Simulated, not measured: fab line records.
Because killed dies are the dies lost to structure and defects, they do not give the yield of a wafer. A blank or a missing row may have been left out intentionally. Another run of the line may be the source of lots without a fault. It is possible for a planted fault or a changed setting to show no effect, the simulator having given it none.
Chamber matching + flow nand harc + NHARC_P_CONTACT_STRIP_28 on rie diel-08 has 4 sister chambers
The step strips in O2. 4 wafers are shown with their chamber, then 7 later ones without.

## EACH WAFER AND ITS CHAMBER
| wafer  | chamber | drypump motor current A (A) |
|--------|---------|-----------------------------|
| L812.4 | 2       | 6.0                         |
| L812.6 | 3       | 5.6                         |
| L815.3 | 1       | 6.4                         |
| L815.5 | 0       | 6.0                         |

## WAFERS WHOSE CHAMBER IS MISSING
| wafer  | drypump motor current A (A) |
|--------|-----------------------------|
| L815.6 | 6.4                         |
| L820.1 | 5.9                         |
| L820.3 | 5.7                         |
| L820.5 | 5.9                         |
| L821.1 | 5.6                         |
| L821.2 | 6.0                         |
| L821.3 | 6.3                         |

## WHICH CHAMBER EACH ONE RAN IN
| wafer  | from the rows above     | in truth |
|--------|-------------------------|----------|
| L815.6 | 1                       | 1        |
| L820.1 | can't be placed: 0 or 2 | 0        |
| L820.3 | 3                       | 3        |
| L820.5 | can't be placed: 0 or 2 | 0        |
| L821.1 | 3                       | 3        |
| L821.2 | can't be placed: 0 or 2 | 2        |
| L821.3 | 1                       | 1        |
Correctly placed: 4 of 7. Cannot be placed on the basis of these rows: 3; the candidates contain the true chamber in 3. Wrongly placed: 0.
How it was worked out, from the rows above alone: a wafer's distance from a chamber is the root of the sum, over the readings, of the square of ((its reading less the chamber's mean) divided by the reading's scatter). The wafer belongs to the nearest chamber; if the next one is less than 2 further off, it can't be placed. A chamber's mean is the mean of its shown wafers. The scatter (one wafer shown for each chamber): square how far every hidden wafer sits from the nearest shown wafer, average those squares and take the square root.
